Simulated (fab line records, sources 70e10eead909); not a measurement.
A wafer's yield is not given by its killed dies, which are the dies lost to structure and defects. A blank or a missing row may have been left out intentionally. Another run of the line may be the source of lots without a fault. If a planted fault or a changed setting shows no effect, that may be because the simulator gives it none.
What tool caused it? + flow nand_harc + Sampling: 14 lots, 40 wafers, 4 of 1302 route steps

WHAT THE GAUGES READ, wafer by wafer
The record holds no reading of a measuring or inspecting step that can be judged against a usual standard deviation.

WHAT TOOL EACH LOT RAN ON (gives the tool, then ch and the chambers of the sampled wafers, and finally the start)
| lot  | NHARC_A_WL_FILL_CMP_12        | NHARC_A_CONTACT_DEP_24          | NHARC_A_CONTACT_DEP_28        | NHARC_A_CONTACT_DEP_29          |
|------|-------------------------------|---------------------------------|-------------------------------|---------------------------------|
| L679 | cmp-03 ch 0,1,2, day 20 21:08 | pecvd-04 ch 0,1,2, day 20 21:41 | acl_dep-03 ch 0, day 20 22:35 | pecvd-03 ch 0,1,2, day 21 02:52 |
| L678 | cmp-04 ch 0,1,2, day 21 11:38 | pecvd-04 ch 0,1,2, day 21 12:10 | acl_dep-03 ch 0, day 21 17:41 | pecvd-04 ch 1,2, day 21 22:00   |
| L680 | cmp-03 ch 1,2, day 21 21:42   | pecvd-03 ch 0,1,2, day 21 22:12 | acl_dep-03 ch 0, day 21 23:31 | pecvd-03 ch 0,1,2, day 22 03:07 |
| L681 | cmp-01 ch 0,3, day 22 05:52   | pecvd-04 ch 1,2, day 22 06:27   | acl_dep-03 ch 0, day 22 07:41 | pecvd-01 ch 0,2, day 22 11:13   |
| L682 | cmp-01 ch 1,3, day 22 15:11   | pecvd-01 ch 0,1, day 22 15:45   | acl_dep-03 ch 0, day 22 21:35 | pecvd-04 ch 0,1, day 23 00:28   |
| L683 | cmp-01 ch 3, day 22 15:26     | pecvd-04 ch 0,1, day 22 16:06   | acl_dep-02 ch 0, day 22 21:52 | pecvd-01 ch 0,2, day 23 01:29   |
| L685 | cmp-04 ch 1,2,3, day 24 05:43 | pecvd-04 ch 0,1,2, day 24 06:19 | acl_dep-03 ch 0, day 24 06:52 | pecvd-03 ch 1,2, day 24 11:09   |
| L693 | cmp-01 ch 0,1,3, day 27 00:34 | pecvd-01 ch 0,1,2, day 27 01:06 | acl_dep-03 ch 0, day 27 03:41 | pecvd-01 ch 0,1,2, day 27 07:53 |
| L696 | cmp-01 ch 1,2,3, day 27 17:53 | pecvd-01 ch 1,2, day 27 18:31   | acl_dep-01 ch 0, day 27 18:59 | pecvd-01 ch 0,1, day 27 23:10   |
| L694 | cmp-03 ch 0,2,3, day 27 20:29 | pecvd-03 ch 0,2, day 27 21:09   | acl_dep-02 ch 0, day 27 23:08 | pecvd-03 ch 0,1,2, day 28 03:20 |
| L697 | cmp-01 ch 0,1,2, day 29 13:11 | pecvd-03 ch 0,2, day 29 13:43   | acl_dep-03 ch 0, day 29 14:19 | pecvd-04 ch 0,2, day 29 18:37   |
| L698 | cmp-03 ch 0,2,3, day 29 21:31 | pecvd-01 ch 1,2, day 29 22:07   | acl_dep-01 ch 0, day 30 00:01 | pecvd-04 ch 0,1,2, day 30 04:20 |
| L701 | cmp-01 ch 0,1,3, day 29 21:32 | pecvd-04 ch 0,1,2, day 29 22:02 | acl_dep-02 ch 0, day 30 00:43 | pecvd-01 ch 0,1,2, day 30 03:38 |
| L700 | cmp-01 ch 1,2,3, day 30 12:50 | pecvd-04 ch 0,1, day 30 13:20   | acl_dep-02 ch 0, day 30 18:02 | pecvd-01 ch 0,1,2, day 30 22:19 |
- NHARC_A_WL_FILL_CMP_12: polishes, t overpolish 30 s, target thk 100 nm.
- NHARC_A_CONTACT_DEP_24: deposits SiO2, target thk 500 nm.
- NHARC_A_CONTACT_DEP_28: deposits aC, target thk 7000 nm.
- NHARC_A_CONTACT_DEP_29: deposits SiON, target thk 100 nm.

WHAT THE TOOLS THEMSELVES READ (means of the sampled wafers that have a number; where no wafer has one, the mark that the record gives instead)
NHARC_A_WL_FILL_CMP_12. Usual: motor_current_A 12.0 A, standard deviation 1.5; overpolish_run_s 29.999 s, standard deviation 0.0084; slurry_flow_ml_min 150.0, standard deviation 0.43; time_to_endpoint_s 19 s, standard deviation 3.2.
| lot  | tool   | motor_current_A (A) | overpolish_run_s (s) | slurry_flow_ml_min | time_to_endpoint_s (s) | flag |
|------|--------|---------------------|----------------------|--------------------|------------------------|------|
| L679 | cmp-03 | 11.4                | 29.994               | 149.5              | 17                     |      |
| L678 | cmp-04 | 11.8                | 29.998               | 149.9              | 17                     |      |
| L680 | cmp-03 | 11.4                | 30.006               | 149.8              | 18                     |      |
| L681 | cmp-01 | 13.2                | 30.004               | 150.2              | 19                     |      |
| L682 | cmp-01 | 12.9                | 28.459               | 150.1              | 36                     | OFF  |
| L683 | cmp-01 | 11.1                | 27.142               | 150.2              | 38                     | OFF  |
| L685 | cmp-04 | 12.9                | 29.989               | 150.7              | 20                     |      |
| L693 | cmp-01 | 13.3                | 29.997               | 149.9              | 20                     |      |
| L696 | cmp-01 | 11.8                | 29.991               | 150.1              | 21                     |      |
| L694 | cmp-03 | 10.7                | 30.005               | 150.2              | 20                     |      |
| L697 | cmp-01 | 13.2                | 29.995               | 149.8              | 17                     |      |
| L698 | cmp-03 | 11.1                | 30.003               | 149.4              | 21                     |      |
| L701 | cmp-01 | 13.5                | 29.998               | 150.2              | 19                     |      |
| L700 | cmp-01 | 12.5                | 29.988               | 150.3              | 20                     |      |

NHARC_A_CONTACT_DEP_24. Usual: chamber_pressure_Torr 6.500 Torr, standard deviation 0.013; heater_power_w 558 W, standard deviation 80; throttle_valve_pct 15.9 %, standard deviation 0.56.
| lot  | tool     | chamber_pressure_Torr (Torr) | heater_power_w (W) | throttle_valve_pct (%) | flag |
|------|----------|------------------------------|--------------------|------------------------|------|
| L679 | pecvd-04 | 6.497                        | 579                | 15.9                   |      |
| L678 | pecvd-04 | 6.500                        | 569                | 16.1                   |      |
| L680 | pecvd-03 | 6.505                        | 559                | 16.3                   |      |
| L681 | pecvd-04 | 6.490                        | 613                | 16.3                   |      |
| L682 | pecvd-01 | 6.506                        | 520                | 15.3                   |      |
| L683 | pecvd-04 | 6.486                        | 546                | 16.3                   |      |
| L685 | pecvd-04 | 6.509                        | 521                | 16.1                   |      |
| L693 | pecvd-01 | 6.503                        | 604                | 15.8                   |      |
| L696 | pecvd-01 | 6.496                        | 636                | 15.9                   |      |
| L694 | pecvd-03 | 6.507                        | 571                | 15.6                   |      |
| L697 | pecvd-03 | 6.493                        | 538                | 15.8                   |      |
| L698 | pecvd-01 | 6.514                        | 610                | 15.9                   |      |
| L701 | pecvd-04 | 6.490                        | 527                | 15.9                   |      |
| L700 | pecvd-04 | 6.506                        | 526                | 16.2                   |      |

NHARC_A_CONTACT_DEP_28. Usual: 35.000 % for throttle_valve_pct, sd 0.01.
| lot  | tool       | throttle_valve_pct (%) | flag |
|------|------------|------------------------|------|
| L679 | acl_dep-03 | 35.001                 |      |
| L678 | acl_dep-03 | 34.996                 |      |
| L680 | acl_dep-03 | 35.005                 |      |
| L681 | acl_dep-03 | 34.999                 |      |
| L682 | acl_dep-03 | 35.016                 |      |
| L683 | acl_dep-02 | 35.002                 |      |
| L685 | acl_dep-03 | 35.000                 |      |
| L693 | acl_dep-03 | 35.005                 |      |
| L696 | acl_dep-01 | 35.004                 |      |
| L694 | acl_dep-02 | 35.002                 |      |
| L697 | acl_dep-03 | 34.996                 |      |
| L698 | acl_dep-01 | 34.997                 |      |
| L701 | acl_dep-02 | 35.003                 |      |
| L700 | acl_dep-02 | 34.998                 |      |

NHARC_A_CONTACT_DEP_29. Usual: chamber_pressure_Torr 3.499 Torr, standard deviation 0.0077; heater_power_w 756 W, standard deviation 87.
| lot  | tool     | chamber_pressure_Torr (Torr) | heater_power_w (W) | flag |
|------|----------|------------------------------|--------------------|------|
| L679 | pecvd-03 | 3.495                        | 694                |      |
| L678 | pecvd-04 | 3.497                        | 761                |      |
| L680 | pecvd-03 | 3.502                        | 736                |      |
| L681 | pecvd-01 | 3.499                        | 838                |      |
| L682 | pecvd-04 | 3.506                        | 708                |      |
| L683 | pecvd-01 | 3.497                        | 825                |      |
| L685 | pecvd-03 | 3.497                        | 650                |      |
| L693 | pecvd-01 | 3.499                        | 803                |      |
| L696 | pecvd-01 | 3.497                        | 715                |      |
| L694 | pecvd-03 | 3.503                        | 721                |      |
| L697 | pecvd-04 | 3.504                        | 694                |      |
| L698 | pecvd-04 | 3.493                        | 735                |      |
| L701 | pecvd-01 | 3.497                        | 833                |      |
| L700 | pecvd-01 | 3.499                        | 845                |      |

THE ANSWER, worked out from the rows above alone
Rule: take the mean of a lot's wafers that have a number; if it is more than 3 standard deviations from the usual mean, the lot is off. A lot without any number at a reading at which 4 lots or more have one is off too. Any other lot the step has rows for is counted as sound. After the gauges, taken in route order, come the tools' own readings; for these a lot's mean is taken, as printed above. The first step at which some lot is off is used, and at that step the reading that is off furthest; a lot without a number counts as furthest.
Off: L682, L683, at NHARC_A_WL_FILL_CMP_12 (overpolish_run_s).
A tool fits if, at that step or a process step before it, it ran every lot that is off, and no sound lot after the first of them. None of those tried fits.

WHAT HAD BEEN PUT IN BY THE SIMULATOR
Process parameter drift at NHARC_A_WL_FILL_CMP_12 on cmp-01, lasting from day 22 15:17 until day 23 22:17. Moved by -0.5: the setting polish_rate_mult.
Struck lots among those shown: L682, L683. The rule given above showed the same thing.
